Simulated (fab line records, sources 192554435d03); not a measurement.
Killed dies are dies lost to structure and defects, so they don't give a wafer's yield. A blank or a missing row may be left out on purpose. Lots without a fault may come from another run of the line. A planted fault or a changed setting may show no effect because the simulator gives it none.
Chamber matching | flow n5_finfet | N5_BEOL_M0_SAQP_PECVD_04 on pecvd-02: 3 sister chambers
The step deposits a-Si from SiH4/He, target thk 60 nm, time 60.2 s. 3 wafers are shown with their chamber, then 7 later ones without.

WAFERS WITH THEIR CHAMBER
wafer  | chamber | throttle_valve_pct (%)
L088.4 | 1       | 20.0
L091.3 | 0       | 19.0
L091.4 | 2       | 17.7

WAFERS WITHOUT THEIR CHAMBER
wafer  | throttle_valve_pct (%)
L091.5 | 19.1
L094.1 | 20.1
L094.2 | 19.3
L094.4 | 19.9
L096.3 | 20.0
L096.4 | 19.9
L096.5 | 19.5

WHICH CHAMBER EACH WENT THROUGH
wafer  | from the rows above     | in truth
L091.5 | 0                       | 0
L094.1 | 1                       | 1
L094.2 | can't be placed: 0 or 1 | 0
L094.4 | 1                       | 1
L096.3 | 1                       | 1
L096.4 | 1                       | 1
L096.5 | can't be placed: 0 or 1 | 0
Placed correctly: 5 of 7. Can't be placed from these rows: 2 (the true chamber is among the candidates in 2). Placed wrongly: 0.
How it was worked out, from the rows above alone: a wafer's distance from a chamber is the root of the sum, over the readings, of the square of ((its reading less the chamber's mean) divided by the reading's scatter). The wafer belongs to the nearest chamber; if the next one is less than 2 further off, it can't be placed. A chamber's mean is the mean of its shown wafers. The scatter: with one shown wafer a chamber, the root of the mean of the squares of how far each hidden wafer lies from its nearest shown one.
